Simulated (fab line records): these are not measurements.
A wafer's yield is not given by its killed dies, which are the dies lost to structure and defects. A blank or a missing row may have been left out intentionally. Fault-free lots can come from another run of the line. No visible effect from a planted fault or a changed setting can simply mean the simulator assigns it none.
Matching of chambers    flow nandHarc    NHARC_A_STAIRCASE_ETCHBACK_157 on rieDiel-07: 4 sister chambers
The step etches the open film in CH3F/O2, target depth 90 nm, time 167.14 s. 4 wafers are shown with their chamber, then 8 later ones without.

WAFERS WITH THEIR CHAMBER
wafer   chamber  showerheadPlenumPTorr (Torr)
L084.2  2        2.30
L088.5  1        2.44
L088.6  0        2.32
L092.1  3        2.46

WAFERS WHOSE CHAMBER IS MISSING
wafer   showerheadPlenumPTorr (Torr)
L092.3  2.29
L092.4  2.44
L094.1  2.46
L094.2  2.29
L094.5  2.29
L096.1  2.28
L096.2  2.31
L096.6  2.46

THE CHAMBER EACH PASSED THROUGH
wafer   from the rows above      in truth
L092.3  2                        2
L092.4  1                        1
L094.1  3                        3
L094.2  2                        2
L094.5  2                        2
L096.1  2                        2
L096.2  can't be placed: 0 or 2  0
L096.6  3                        3
7 of 8 placed correctly. Can't be placed from these rows: 1 (the true chamber is among the candidates in 1). Placed wrongly: 0.
How it was worked out, from the rows above alone: a wafer's distance from a chamber is the root of the sum, over the readings, of the square of ((its reading less the chamber's mean) divided by the reading's scatter). If the next closest chamber is less than 2 further off than the closest, the wafer can't be placed; otherwise it belongs to the closest. Each chamber's mean is taken over the wafers shown for it. The scatter: root of mean squared gap, hidden wafer to nearest shown wafer, with one shown wafer a chamber.
